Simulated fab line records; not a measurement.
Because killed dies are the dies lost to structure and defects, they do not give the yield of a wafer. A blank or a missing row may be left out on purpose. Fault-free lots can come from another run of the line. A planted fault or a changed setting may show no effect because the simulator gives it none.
2 desks, one fault ; flow n5_finfet ; what lay behind the numbers comes last; until then each desk has only its own

THE TOOL OWNER'S DESK: euv_scanner-01
The tool's own readings at N5_FIN_CUT_EXPOSE_05 (exposes mask FIN CUT): means of the sampled wafers that have a number, for each lot that ran on this tool. The brackets show how far a lot's mean lies from the usual mean; more than 4 standard deviations puts the lot out of limits, marked OUT.
Columns: A = exposure_dose_mJ_cm2 at N5_FIN_CUT_EXPOSE_05, usual 45.63; B = reticle_temp_C at N5_FIN_CUT_EXPOSE_05, usual 23.00 C
lot;first seen here;A;B
L417;day 2 01:50;45.68;23.08
L420;day 2 20:51;45.60;23.04
L433;day 6 10:43;42.94 (-60) OUT;22.85
L434;day 6 16:01;43.43 (-49) OUT;22.95
This desk finds L433, L434 out of limits, L433 being first, at day 6 10:43 (exposure_dose_mJ_cm2 at N5_FIN_CUT_EXPOSE_05). Within limits: L417, L420.

AT THE METROLOGY DESK
Lot by lot, what the gauges showed, no matter which tool ran the lot: averages of those sampled wafers that carry a number. The brackets show how far a lot's mean lies from the usual mean; more than 4 standard deviations puts the lot out of limits, marked OUT. Readings shown: 7 out of 11 (the first out of limits, and those lying furthest out on some lot).
Columns: A = cd_nm at N5_FIN_CUT_CD_MEAS_08, usual 29.09 nm; B = DIBL_N at N5_BEOL_M4_RC_MEAS_101, usual 36.3 mV/V; C = IOFF_N at N5_BEOL_M4_RC_MEAS_101, usual 0.164 nA/um; D = ION_N at N5_BEOL_M4_RC_MEAS_101, usual 673 uA/um; E = SS_N at N5_BEOL_M4_RC_MEAS_101, usual 71.6 mV/dec; F = SS_P at N5_BEOL_M4_RC_MEAS_101, usual 73.3 mV/dec; G = VT_N at N5_BEOL_M4_RC_MEAS_101, usual 249.4 mV
lot;first seen here;A;B;C;D;E;F;G
L417;day 2 01:58;29.07;36.1;0.157;661;71.7;73.6;249.7
L420;day 2 20:59;29.07;35.7;0.158;675;72.0;73.1;249.5
L423;day 3 16:38;28.80;35.1;0.130;666;70.9;72.6;253.3
L432;day 5 20:46;29.06;35.8;0.147;670;71.4;73.3;252.1
L433;day 6 10:50;28.20 (-4.0) OUT;35.1;0.143;670;71.6;72.9;250.4
L434;day 6 16:10;28.08 (-4.6) OUT;35.6;0.174;678;72.2;73.4;248.4
L437;day 7 05:05;29.05;38.2;0.186;670;71.3;73.4;247.1
L439;day 7 16:11;29.05;38.4;0.189;682;71.7;73.2;248.2
This desk finds L433, L434 out of limits, L433 being first, at day 6 10:50 (cd_nm at N5_FIN_CUT_CD_MEAS_08). Within limits: L417, L420, L423, L432, L437, L439.

ALL TOGETHER
The tool owner's desk had the chance to raise an alarm at day 6 10:43 on L433, L434.
An alarm was possible from the metrology desk at day 6 10:50, on L433, L434.
All the named lots went through N5_FIN_CUT_EXPOSE_05 on euv_scanner-01.

WHAT WAS PUT IN BY THE SIMULATOR
Process parameter drift: euv_scanner-01, from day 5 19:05 on, at N5_FIN_CUT_EXPOSE_05. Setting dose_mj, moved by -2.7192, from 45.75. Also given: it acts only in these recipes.
Struck lots among those shown: L433, L434.
Counting hours from when the fault started, the first reading out of limits came at 16 for the tool owner's desk and at 16 for the metrology desk.
